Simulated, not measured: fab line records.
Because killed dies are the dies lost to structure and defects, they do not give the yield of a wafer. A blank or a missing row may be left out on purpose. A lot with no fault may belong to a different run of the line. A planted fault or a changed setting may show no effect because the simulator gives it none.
fab line records ; flow nandHarc
record: lots: 11; wafers: 33; lastDay: 23
route steps=1159 shown A_BLC@990 A_M0@1007 END@1159
lots that met no fault: taken from a fault-free run of the same line
startH: hours from the record's first day to the start of the lot's first wafer shown ; waitH: how many hours have passed since the lot's step before this one ; " unchanged from the row above ; L1.1+2: several wafers, shown together as one row ; - no value present, or no start provided ; * or withheld: withheld ; < > ~ a bound
route shown NAME@n: a module of which the file shows steps, and the number in the route of the first ; usual: average and standard deviation across the fault-free wafers ; same: alike in all rows ; chamber/n: place in a boat ; sites: each site's reading ; _std_site: how widely they spread, as a standard deviation ; _edge_site: outer sites' mean less inner sites' ; radiusMm: for every site, how far away it sits from the centre of the wafer ; mask NAME#n: copy n ; behind: the last tool/chamber to shape the wafer ; hold: why the lot went on hold/how many hours it stayed there/how the hold came to an end ; device: transistor that didn't switch, given as n, p or np ; end of line: the same wafers' tests at the end of the route ; for a step that has no rows: nothing shown but its recipe ; killed: the dies lost at the first sort to structure and to defects; this is not the yield of the wafer ; map: per-die view of a wafer (x killed, . not killed, _ where there is no die)
set.NAME: setting as actually run; set.NAME@STEP: the setting as run at that earlier step ; model.NAME: the simulator's own value behind a step, which no gauge read
a sample of lots followed through the steps of the route, with each step as a table and each wafer as a row
services: when a tool's chamber went out of use (startH, in hours from the record's first day, below 0 if earlier), for how many hours, and the reason
== steps ==
step: NHARC_A_BLC_CMP_25
recipe: tOverpolishS: 30; targetThkNm: 150
usual: motorCurrentA: 11.5/1.1; overpolishRunS: 30.000/0.0084; retainingRingPressureFrac: 1.000/0.005; slurryFlowMlMin: 150.0/0.5; timeToEndpointS: 30.2/2.5
lot.wafer;tool;chamber;startH;waitH;motorCurrentA;overpolishRunS;retainingRingPressureFrac;slurryFlowMlMin;timeToEndpointS
L493.1;cmp-02;0;403.92;0.5;11.0;30.002;0.999;150.2;28.6
L493.2;cmp-02;2;403.92;0.5;12.2;30.010;0.992;150.0;28.5
L493.5;cmp-02;1;403.92;0.5;11.8;29.994;1.006;150.0;32.5
L496.4;cmp-02;0;414.53;0.3;10.3;30.007;1.005;149.9;27.7
L496.3;cmp-02;1;414.53;0.3;11.4;30.004;0.997;149.3;31.2
L496.6;cmp-02;3;414.53;0.3;12.5;29.997;0.999;150.1;26.6
L497.2;cmp-01;2;417.89;0.4;12.7;30.009;0.998;150.4;32.1
L497.3;cmp-01;0;417.89;0.4;14.1;30.013;1.003;149.9;35.2
L497.5;cmp-01;2;417.89;0.4;12.2;30.010;0.998;149.5;31.4
L495.2;cmp-01;0;419.03;0.5;13.4;30.000;0.998;149.7;29.8
L495.4;cmp-01;2;419.03;0.5;12.8;30.002;1.002;150.4;27.2
L495.5;cmp-01;0;419.03;0.5;13.4;30.017;1.001;150.3;30.9
L498.3;cmp-01;0;440.51;0.4;13.6;30.001;0.996;149.6;34.1
L498.2;cmp-01;1;440.51;0.4;10.9;29.997;1.000;150.4;29.8
L498.6;cmp-01;2;440.51;0.4;13.0;30.001;1.011;149.7;30.3
L503.1;cmp-02;1;449.68;0.4;12.2;29.992;0.989;150.4;35.8
L503.2;cmp-02;2;449.68;0.4;12.2;30.010;1.003;151.3;31.9
L503.6;cmp-02;1;449.68;0.4;11.1;30.000;0.990;150.4;33.6
L504.1;cmp-03;2;464.38;0.4;11.2;29.987;0.997;150.1;29.6
L504.4;cmp-03;0;464.38;0.4;10.3;30.015;0.999;150.1;29.0
L504.5;cmp-03;2;464.38;0.4;11.3;30.002;1.008;150.4;29.0
L505.1;cmp-03;1;468.88;0.4;11.1;30.001;0.999;150.2;34.6
L505.4;cmp-03;2;468.88;0.4;11.0;29.999;1.007;150.4;28.8
L505.6;cmp-03;0;468.88;0.4;10.6;29.986;0.998;150.2;29.9
L507.2;cmp-03;0;495.59;0.5;9.6;30.021;1.001;149.9;30.4
L507.3;cmp-03;2;495.59;0.5;11.1;30.002;1.001;149.9;29.2
L507.6;cmp-03;0;495.59;0.5;10.3;30.010;1.006;150.6;29.5
L512.1;cmp-01;0;496.05;0.5;12.9;29.995;0.996;150.1;32.4
L512.2;cmp-01;2;496.05;0.5;12.8;29.999;1.011;150.0;29.7
L512.6;cmp-01;3;496.05;0.5;11.1;29.999;1.002;150.4;30.6
L515.2;cmp-03;2;517.28;0.5;11.3;30.015;0.990;150.3;28.7
L515.4;cmp-03;0;517.28;0.5;10.1;29.997;1.002;149.0;27.5
L515.5;cmp-03;1;517.28;0.5;11.4;30.002;1.002;149.1;32.1
step: NHARC_A_BLC_INSPECT_28
usual: rawDefectCount: 452/140
lot.wafer;tool;chamber;startH;waitH;rawDefectCount
L493.1;defectInspect-02;-;404.32;0.1;366
L493.2;defectInspect-02;-;404.32;0.1;328
L493.5;defectInspect-02;-;404.32;0.1;324
L496.3;defectInspect-01;-;414.91;0.1;314
L496.4;defectInspect-01;-;414.91;0.1;407
L496.6;defectInspect-01;-;414.91;0.1;383
L497.2;defectInspect-02;-;418.27;0.1;591
L497.3;defectInspect-02;-;418.27;0.1;676
L497.5;defectInspect-02;-;418.27;0.1;567
L495.2;defectInspect-01;-;419.41;0.1;556
L495.4;defectInspect-01;-;419.41;0.1;330
L495.5;defectInspect-01;-;419.41;0.1;510
L498.2;defectInspect-01;-;440.87;0.1;572
L498.3;defectInspect-01;-;440.87;0.1;569
L498.6;defectInspect-01;-;440.87;0.1;614
L503.1;defectInspect-01;-;450.06;0.1;360
L503.2;defectInspect-01;-;450.06;0.1;389
L503.6;defectInspect-01;-;450.06;0.1;405
L504.1;defectInspect-02;-;464.79;0.1;419
L504.4;defectInspect-02;-;464.79;0.1;614
L504.5;defectInspect-02;-;464.79;0.1;416
L505.1;defectInspect-02;-;469.26;0.1;412
L505.4;defectInspect-02;-;469.26;0.1;407
L505.6;defectInspect-02;-;469.26;0.1;528
L507.2;defectInspect-02;-;495.99;0.1;548
L507.3;defectInspect-02;-;495.99;0.1;463
L507.6;defectInspect-02;-;495.99;0.1;489
L512.1;defectInspect-02;-;496.43;0.1;374
L512.2;defectInspect-02;-;496.43;0.1;392
L512.6;defectInspect-02;-;496.43;0.1;235
L515.2;defectInspect-02;-;517.66;0.1;398
L515.4;defectInspect-02;-;517.66;0.1;389
L515.5;defectInspect-02;-;517.66;0.1;327
step: NHARC_A_M0_DESCUM_14
recipe: timeS: 3; o2FlowSccm: 200; arFlowSccm: 0; biasPowerW: 0; chemistry: O2
usual: chamberPressureMTorr: 60.00/0.056; drypumpMotorCurrentA: 5.8/0.43; oesProductAu: 0.997/0.017; rfVppV: 57.8/1; showerheadPlenumPTorr: 1.94/0.087; throttleValvePct: 11.311/0.0091
lot.wafer;tool;chamber;startH;waitH;chamberPressureMTorr;drypumpMotorCurrentA;oesProductAu;rfHoursCounterH;rfVppV;showerheadPlenumPTorr;throttleValvePct
L493.2;rieDiel-13;1;405.47;0.1;60.00;6.3;0.996;10;57.5;2.05;11.309
L493.1;rieDiel-13;3;405.47;0.1;59.93;6.2;0.995;8;55.6;1.80;11.302
L493.5;rieDiel-13;0;405.47;0.1;60.01;5.4;0.981;-;58.1;1.96;11.315
L496.3;rieDiel-07;2;415.96;0.1;59.94;5.3;1.034;0;58.5;1.97;11.315
L496.4;rieDiel-07;3;415.96;0.1;60.03;6.1;0.971;0;58.1;1.92;11.310
L496.6;rieDiel-07;1;415.96;0.1;59.98;6.7;0.995;-;57.2;1.90;11.303
L497.2;rieDiel-13;2;419.37;0.1;59.97;5.5;1.011;10;58.8;2.04;11.311
L497.3;rieDiel-13;3;419.37;0.1;60.07;6.2;0.983;10;57.0;1.80;11.311
L497.5;rieDiel-13;1;419.37;0.1;60.04;6.3;1.001;-;57.7;2.05;11.328
L495.4;rieDiel-13;2;420.59;0.1;60.00;5.5;0.997;10;59.8;2.04;11.293
L495.2;rieDiel-13;3;420.59;0.1;60.08;6.2;0.988;10;57.6;1.80;11.321
L495.5;rieDiel-13;1;420.59;0.1;60.01;6.3;0.992;-;58.0;2.05;11.310
L498.3;rieDiel-13;0;441.95;0.1;60.01;5.4;0.975;11;57.0;1.96;11.323
L498.2;rieDiel-13;3;441.95;0.1;59.96;6.2;0.990;11;55.8;1.80;11.296
L498.6;rieDiel-13;0;441.95;0.1;59.93;5.4;0.969;-;57.1;1.96;11.309
L503.2;rieDiel-13;0;451.03;0.1;60.04;5.4;0.988;12;58.4;1.96;11.310
L503.1;rieDiel-13;1;451.03;0.1;60.00;6.3;1.005;13;59.0;2.05;11.307
L503.6;rieDiel-13;3;451.03;0.1;60.04;6.1;1.000;-;57.3;1.80;11.311
L504.1;rieDiel-13;0;465.92;0.1;59.99;5.4;0.979;1;58.0;1.96;11.308
L504.5;rieDiel-13;0;465.92;0.1;60.01;5.4;0.982;-;58.2;1.95;11.303
L504.4;rieDiel-13;2;465.92;0.1;59.99;5.5;0.995;-;60.8;2.04;11.326
L505.1;rieDiel-06;3;470.36;0.1;60.03;5.8;0.988;2;57.6;1.94;11.318
L505.4;rieDiel-06;1;470.36;0.1;59.93;5.3;0.987;3;58.5;1.95;11.321
L505.6;rieDiel-06;3;470.36;0.1;60.08;5.8;1.002;-;57.8;1.94;11.308
L507.3;rieDiel-13;2;497.11;0.1;60.04;5.4;1.020;5;57.0;2.04;11.312
L507.2;rieDiel-13;3;497.11;0.1;60.03;6.1;0.962;5;56.5;1.80;11.305
L507.6;rieDiel-13;0;497.11;0.1;60.03;5.4;0.985;-;58.5;1.95;11.327
L512.2;rieDiel-13;1;497.90;0.1;59.95;6.3;1.008;3;57.6;2.04;11.297
L512.1;rieDiel-13;0;497.90;0.1;59.97;5.4;0.997;5;58.0;1.95;11.294
L512.6;rieDiel-13;2;497.90;0.1;60.06;5.4;1.027;-;57.1;2.04;11.318
L515.4;rieDiel-06;2;518.76;0.1;59.87;5.3;1.023;7;56.8;1.97;11.297
L515.2;rieDiel-06;1;518.76;0.1;60.13;5.3;0.985;7;58.8;1.94;11.304
L515.5;rieDiel-06;3;518.76;0.1;59.94;5.8;0.999;-;58.0;1.94;11.305
step: NHARC_A_M0_ETCH_15
recipe: targetDepthA: 1500; overetchA: 150; timeS: 82.5; c4f8FlowSccm: withheld; arFlowSccm: 400; rfW: 600; biasW: 300; chemistry: C4F8/Ar
usual: chamberPressureMTorr: 24.999/0.022; oesProductAu: 0.948/0.026; rfVppV: 442/3.1
lot.wafer;tool;chamber;startH;waitH;chamberPressureMTorr;oesProductAu;rfHoursCounterH;rfVppV
L493.2;rieDiel-13;2;405.64;-;25.007;0.926;9;444
L493.1;rieDiel-13;3;405.64;-;25.034;0.922;8;437
L493.5;rieDiel-13;2;405.64;-;24.999;0.927;-;445
L496.3;rieDiel-07;0;416.12;-;24.998;0.986;0;438
L496.4;rieDiel-07;1;416.12;-;25.017;0.940;0;440
L496.6;rieDiel-07;0;416.12;-;25.000;0.978;-;437
L497.2;rieDiel-13;1;419.55;-;24.990;0.924;11;444
L497.3;rieDiel-13;2;419.55;-;25.031;0.920;10;445
L497.5;rieDiel-13;0;419.55;-;25.030;0.896;-;442
L495.2;rieDiel-13;0;420.76;-;25.002;0.912;10;442
L495.4;rieDiel-13;1;420.76;-;25.009;0.927;11;445
L495.5;rieDiel-13;3;420.76;-;25.020;0.916;-;438
L498.3;rieDiel-13;0;442.12;-;25.016;0.900;11;443
L498.2;rieDiel-13;3;442.12;-;24.985;0.910;11;436
L498.6;rieDiel-13;1;442.12;-;25.011;0.917;-;444
L503.2;rieDiel-13;2;451.20;-;25.039;0.924;12;443
L503.1;rieDiel-13;0;451.20;-;25.012;0.910;12;443
L503.6;rieDiel-13;3;451.20;-;24.965;0.928;-;437
L504.1;rieDiel-13;2;466.11;-;24.956;0.973;0;444
L504.5;rieDiel-13;3;466.11;-;25.010;0.942;-;436
L504.4;rieDiel-13;0;466.11;-;25.008;0.952;-;441
L505.1;rieDiel-06;3;470.52;-;25.021;0.943;2;442
L505.4;rieDiel-06;0;470.52;-;25.010;0.975;3;438
L505.6;rieDiel-06;3;470.52;-;25.007;0.946;-;443
L507.2;rieDiel-13;2;497.28;-;25.016;0.987;5;445
L507.3;rieDiel-13;3;497.28;-;25.025;0.856;5;437
L507.6;rieDiel-13;1;497.28;-;25.047;0.970;-;445
L512.2;rieDiel-13;0;498.07;-;24.995;0.959;5;442
L512.1;rieDiel-13;1;498.07;-;24.985;0.865;3;445
L512.6;rieDiel-13;1;498.07;-;24.973;0.959;-;444
L515.2;rieDiel-06;2;518.96;-;25.027;0.943;7;442
L515.4;rieDiel-06;3;518.96;-;25.021;0.979;-;442
L515.5;rieDiel-06;0;518.96;-;24.997;0.946;-;438
step: NHARC_END_SORT_01
recipe: tempC: 25
usual: defectLimitedYield: 95.7/1.5; killedAtArray: 25/10; killedAtOther: 0.6/0.91; killedAtPeriphery: 3.6/2.9; killedDies: 29/10; killedOpen: 3.3/2; killedShort: 1.9/1.5; sort_bin_2_pct: 1.3/0.61; sort_bin_3_pct: 0.26/0.19; sort_bin_4_pct: 2.7/1; sortNPass: 648/10; sortRimYieldPct: 94/3.2; sortYieldPct: 95.7/1.5
same: grossDies: 677; sort_bin_5_pct[%]: 0; sort_bin_6_pct[%]: 0; sort_bin_7_pct[%]: 0; sort_bin_8_pct[%]: 0; sortRimNGross: 106.00
lot.wafer;tool;chamber;startH;waitH;defectLimitedYield[%];killedAtArray;killedAtOther;killedAtPeriphery;killedDies;killedOpen;killedShort;sort_bin_2_pct[%];sort_bin_3_pct[%];sort_bin_4_pct[%];sortNPass;sortRimYieldPct[%];sortYieldPct[%]
L496.3;prober-01;0;461.30;3.1;98.4;8;1;2;11;2;2;0.1;0.30;1.2;666;97;98.4
L496.4;prober-01;0;462.10;3.4;97.8;10;2;3;15;3;3;0.3;0.30;1.6;662;97;97.8
L496.6;prober-01;0;463.71;4.0;98.2;11;0;1;12;4;1;0.3;0.15;1.3;665;98;98.2
L495.2;prober-02;0;468.80;2.8;96.5;20;0;4;24;1;1;0.7;0.30;2.5;653;93;96.5
L495.4;prober-02;0;470.41;3.4;96.5;20;0;4;24;3;2;1.0;0.15;2.4;653;94;96.5
L495.5;prober-02;0;471.22;3.7;97.5;12;0;5;17;2;0;1.2;0.15;1.2;660;95;97.5
L503.1;prober-01;0;499.48;2.5;95.4;26;1;4;31;4;2;1.8;0.30;2.5;646;95;95.4
L503.2;prober-01;0;500.28;2.8;94.8;23;4;8;35;4;1;1.0;0.44;3.7;642;90;94.8
L503.6;prober-01;0;503.50;4.0;96.6;17;2;4;23;1;1;1.3;0.15;1.9;654;95;96.6
L505.1;prober-02;0;507.23;2.5;95.0;30;1;3;34;2;3;1.5;0.15;3.4;643;92;95.0
L505.4;prober-02;0;509.61;3.4;95.4;28;1;2;31;4;3;1.6;0;3.0;646;93;95.4
L505.6;prober-02;0;511.19;4.0;95.6;27;1;2;30;6;2;1.5;0.30;2.7;647;92;95.6
L507.2;prober-02;0;533.20;2.8;91.4;55;0;3;58;7;0;3.7;0.44;4.4;619;92;91.4
L507.3;prober-02;0;533.99;3.1;0;677;0;0;677;2;1;94.4;0.44;5.2;0;0;0
L507.6;prober-02;0;536.37;4.0;92.6;50;0;0;50;2;1;2.7;0.15;4.6;627;95;92.6
L512.1;prober-01;0;540.33;2.5;0;675;0;2;677;0;1;99.0;0.15;0.9;0;0;0
L512.2;prober-01;0;541.12;2.8;97.5;15;0;2;17;1;0;0.4;0.30;1.8;660;97;97.5
L512.6;prober-01;0;544.29;4.0;96.5;18;1;5;24;7;1;1.5;0;2.1;653;95;96.5
L515.2;prober-02;0;560.07;2.8;95.4;30;1;0;31;4;0;1.3;0.30;3.0;646;98;95.4
L515.4;prober-02;0;561.65;3.4;92.3;46;2;4;52;4;4;2.5;0.59;4.6;625;96;92.3
L515.5;prober-02;0;562.44;3.7;94.5;36;0;1;37;0;0;1.8;0.30;3.4;640;96;94.5
killed by level:class
L496.3 A_CHANNEL_HOLE_D1:chamberFilmFlake=2 P_M0:geometricParticle:open=1 A_CHANNEL_HOLE_D1:geometricParticle:short=1 A_CONTACT:geometricParticle:open=1 STARTING-WAFER:geometricParticle:short=1 P_M1:chamberFilmFlake=1 A_ZERO_WELL:chamberFilmFlake=1 A_SLIT:chamberFilmFlake=1
L496.4 A_ZERO_WELL:chamberFilmFlake=2 A_M0:chamberFilmFlake=2 THIN_TSV:chamberFilmFlake=2 P_CONTACT:geometricParticle:open=1 P_M1:geometricParticle:open=1 A_CHANNEL_FILL_D1:geometricParticle:short=1 A_SGD_CUT:geometricParticle:short=1 A_M0:geometricParticle:open=1
L496.6 A_STAIRCASE:chamberFilmFlake=3 A_M0:chamberFilmFlake=2 P_CONTACT:geometricParticle:open=1 A_ONON_D1:geometricParticle:open=1 A_CONTACT:geometricParticle:short=1 A_CONTACT:geometricParticle:open=1 A_M1:geometricParticle:open=1 A_ZERO_WELL:chamberFilmFlake=1
L495.2 A_SLIT:chamberFilmFlake=11 A_CONTACT:chamberFilmFlake=5 P_STI:chamberFilmFlake=3 A_CHANNEL_HOLE_D1:chamberFilmFlake=2 P_CONTACT:geometricParticle:open=1 A_SOURCE_PLATE:geometricParticle:short=1 A_STAIRCASE:chamberFilmFlake=1
L495.4 A_SLIT:chamberFilmFlake=10 A_CONTACT:chamberFilmFlake=3 A_WL_FILL:geometricParticle:open=2 P_CONTACT:chamberFilmFlake=2 A_CHANNEL_HOLE_D1:chamberFilmFlake=2 P_M2:geometricParticle:open=1 A_CHANNEL_FILL_D1:geometricParticle:short=1 A_WL_FILL:geometricParticle:short=1
L495.5 A_SLIT:chamberFilmFlake=8 P_STI:chamberFilmFlake=2 P_CONTACT:chamberFilmFlake=2 A_STAIRCASE:chamberFilmFlake=2 P_GATE:geometricParticle:open=1 A_CONTACT:geometricParticle:open=1 A_CHANNEL_HOLE_D1:chamberFilmFlake=1
L503.1 A_SLIT:chamberFilmFlake=9 A_CHANNEL_HOLE_D1:chamberFilmFlake=6 A_BLC:geometricParticle:open=3 A_STAIRCASE:chamberFilmFlake=3 A_CONTACT:chamberFilmFlake=3 P_M1:geometricParticle:open=1 P_M1:geometricParticle:short=1 A_ONON_D1:geometricParticle:short=1
L503.2 A_SLIT:chamberFilmFlake=10 P_ZERO_WELL:chamberFilmFlake=4 A_CHANNEL_HOLE_D1:chamberFilmFlake=3 A_STAIRCASE:chamberFilmFlake=3 A_CONTACT:chamberFilmFlake=3 THIN_TSV:chamberFilmFlake=3 P_GATE:chamberFilmFlake=2 A_M1:chamberFilmFlake=2
L503.6 A_SLIT:chamberFilmFlake=11 A_STAIRCASE:chamberFilmFlake=4 P_GATE:chamberFilmFlake=2 A_CHANNEL_HOLE_D1:chamberFilmFlake=2 THIN_TSV:chamberFilmFlake=2 P_M0:geometricParticle:open=1 P_M0:geometricParticle:short=1
L505.1 A_SLIT:chamberFilmFlake=14 A_STAIRCASE:chamberFilmFlake=6 A_CONTACT:chamberFilmFlake=4 A_CHANNEL_HOLE_D1:geometricParticle:short=2 A_CHANNEL_HOLE_D1:chamberFilmFlake=2 P_M0:geometricParticle:open=1 P_M0:geometricParticle:short=1 P_M1:geometricParticle:open=1
L505.4 A_SLIT:chamberFilmFlake=12 A_CHANNEL_HOLE_D1:chamberFilmFlake=3 A_STAIRCASE:chamberFilmFlake=3 A_CONTACT:chamberFilmFlake=2 P_CONTACT:geometricParticle:open=1 A_CHANNEL_FILL_D1:geometricParticle:short=1 A_SGD_CUT:geometricParticle:short=1 A_SLIT:geometricParticle:open=1
L505.6 A_SLIT:chamberFilmFlake=12 A_CHANNEL_HOLE_D1:chamberFilmFlake=3 A_STAIRCASE:chamberFilmFlake=3 A_CONTACT:geometricParticle:open=2 P_GATE:chamberFilmFlake=2 A_ONON_D1:geometricParticle:open=1 A_CHANNEL_HOLE_D1:geometricParticle:short=1 A_CHANNEL_FILL_D1:geometricParticle:open=1
L507.2 A_CHANNEL_HOLE_D1:chamberFilmFlake=25 A_SLIT:chamberFilmFlake=13 A_ZERO_WELL:chamberFilmFlake=4 A_STAIRCASE:chamberFilmFlake=4 A_WL_FILL:chamberFilmFlake=3 P_STI:geometricParticle:open=1 P_GATE:geometricParticle:open=1 A_ONON_D1:geometricParticle:open=1
L507.3 A_M0:areaEtch=628 A_CHANNEL_HOLE_D1:chamberFilmFlake=16 A_SLIT:chamberFilmFlake=13 A_CONTACT:chamberFilmFlake=7 A_STAIRCASE:chamberFilmFlake=5 A_ZERO_WELL:chamberFilmFlake=2 A_WL_FILL:chamberFilmFlake=2 A_CHANNEL_HOLE_D1:geometricParticle:short=1
L507.6 A_CHANNEL_HOLE_D1:chamberFilmFlake=23 A_SLIT:chamberFilmFlake=15 A_STAIRCASE:chamberFilmFlake=3 A_WL_FILL:chamberFilmFlake=3 A_CONTACT:chamberFilmFlake=3 A_CONTACT:geometricParticle:open=2 A_CHANNEL_FILL_D1:geometricParticle:short=1
L512.1 A_M0:areaEtch=665 A_CHANNEL_HOLE_D1:chamberFilmFlake=4 P_GATE:chamberFilmFlake=2 A_STAIRCASE:chamberFilmFlake=2 A_ONON_D1:geometricParticle:short=1 A_CONTACT:chamberFilmFlake=1 A_BLC:chamberFilmFlake=1 A_BONDPAD:chamberFilmFlake=1
L512.2 A_STAIRCASE:chamberFilmFlake=6 A_CHANNEL_HOLE_D1:chamberFilmFlake=3 P_GATE:chamberFilmFlake=2 A_CHANNEL_FILL_D1:chamberFilmFlake=2 A_BLC:chamberFilmFlake=2 A_CHANNEL_HOLE_D1:geometricParticle:open=1 A_CONTACT:chamberFilmFlake=1
L512.6 A_CHANNEL_HOLE_D1:chamberFilmFlake=7 P_CONTACT:geometricParticle:open=3 A_STAIRCASE:chamberFilmFlake=3 A_BLC:chamberFilmFlake=3 P_M0:geometricParticle:open=1 A_ONON_D1:geometricParticle:open=1 A_CHANNEL_FILL_D1:geometricParticle:open=1 A_CHANNEL_FILL_D1:geometricParticle:short=1
L515.2 A_CHANNEL_HOLE_D1:chamberFilmFlake=20 A_CONTACT:chamberFilmFlake=3 A_BLC:chamberFilmFlake=3 A_ONON_D1:geometricParticle:open=1 A_CONTACT:geometricParticle:open=1 A_BLC:geometricParticle:open=1 STARTING-WAFER:geometricParticle:open=1 A_STAIRCASE:chamberFilmFlake=1
L515.4 A_CHANNEL_HOLE_D1:chamberFilmFlake=36 A_CONTACT:chamberFilmFlake=3 A_CHANNEL_FILL_D1:geometricParticle:short=2 A_CONTACT:geometricParticle:open=2 P_M0:geometricParticle:open=1 A_SOURCE_PLATE:geometricParticle:short=1 A_M0:geometricParticle:open=1 P_ZERO_WELL:chamberFilmFlake=1
L515.5 A_CHANNEL_HOLE_D1:chamberFilmFlake=23 A_BLC:chamberFilmFlake=5 A_STAIRCASE:chamberFilmFlake=4 P_M0:chamberFilmFlake=1 A_CHANNEL_FILL_D1:chamberFilmFlake=1 A_SLIT:chamberFilmFlake=1 A_WL_FILL:chamberFilmFlake=1 A_CONTACT:chamberFilmFlake=1
== services ==
tool;chamber;startH;hours;kind
cmp-01;-;380.36;4.0;pm
rieDiel-13;0;383.00;-;clean
rieDiel-13;1;383.00;-;clean
rieDiel-13;2;383.00;-;clean
rieDiel-13;3;383.00;-;clean
rieDiel-07;-;388.62;3.5;repair
rieDiel-13;0;395.96;3.3;repair
rieDiel-07;-;405.20;9.0;pm
rieDiel-13;0;407.50;-;clean
rieDiel-13;1;407.50;-;clean
rieDiel-06;-;418.20;9.0;pm
cmp-02;-;422.50;4.0;pm
cmp-03;-;423.24;2.6;repair
rieDiel-06;2;430.47;4.1;repair
cmp-02;-;432.42;0.8;repair
rieDiel-06;3;442.27;10.6;repair
cmp-03;-;450.13;4.0;pm
rieDiel-13;-;453.00;9.0;pm
rieDiel-13;1;464.85;20.2;repair
rieDiel-07;-;465.82;0.5;repair
cmp-01;-;478.36;4.0;pm
cmp-01;-;486.49;0.7;repair
rieDiel-07;-;492.08;0.6;repair
cmp-01;-;496.99;0.5;repair
== key ==
firstSign: step: NHARC_A_M0_ETCH_15; reading: oesProductAu; direction: down; sigmas: 3.4; usual: 0.948; struck: 0.860
effect: step: NHARC_END_SORT_01; reading: sort_bin_2_pct; direction: up; sigmas: 99+; usual: 1.3; struck: 96.7
moreKillsBornAt: NHARC_A_M0_ETCH_15@rieDiel-13: 1293
metAt NHARC_A_M0_ETCH_15
struckLots L507,L512
struckWafers L507.3,L512.1
laterRowsLeftOut L507.3,L512.1
notActingAt NHARC_A_BLC_CMP_25,NHARC_A_BLC_INSPECT_28,NHARC_A_M0_DESCUM_14
onsetBetween 466.11 497.28
fault: kind: processParameterDrift; tool: rieDiel-13; chamber: -; onsetH: 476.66; steps: NHARC_A_M0_ETCH_15; channel: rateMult; offset: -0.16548; shape: step; endH: 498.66; scope: struckWafersOnly
laterRowsLeftOut: the simulator's readings of these wafers behind a module that went badly wrong aren't trusted and aren't shown, but for the sort
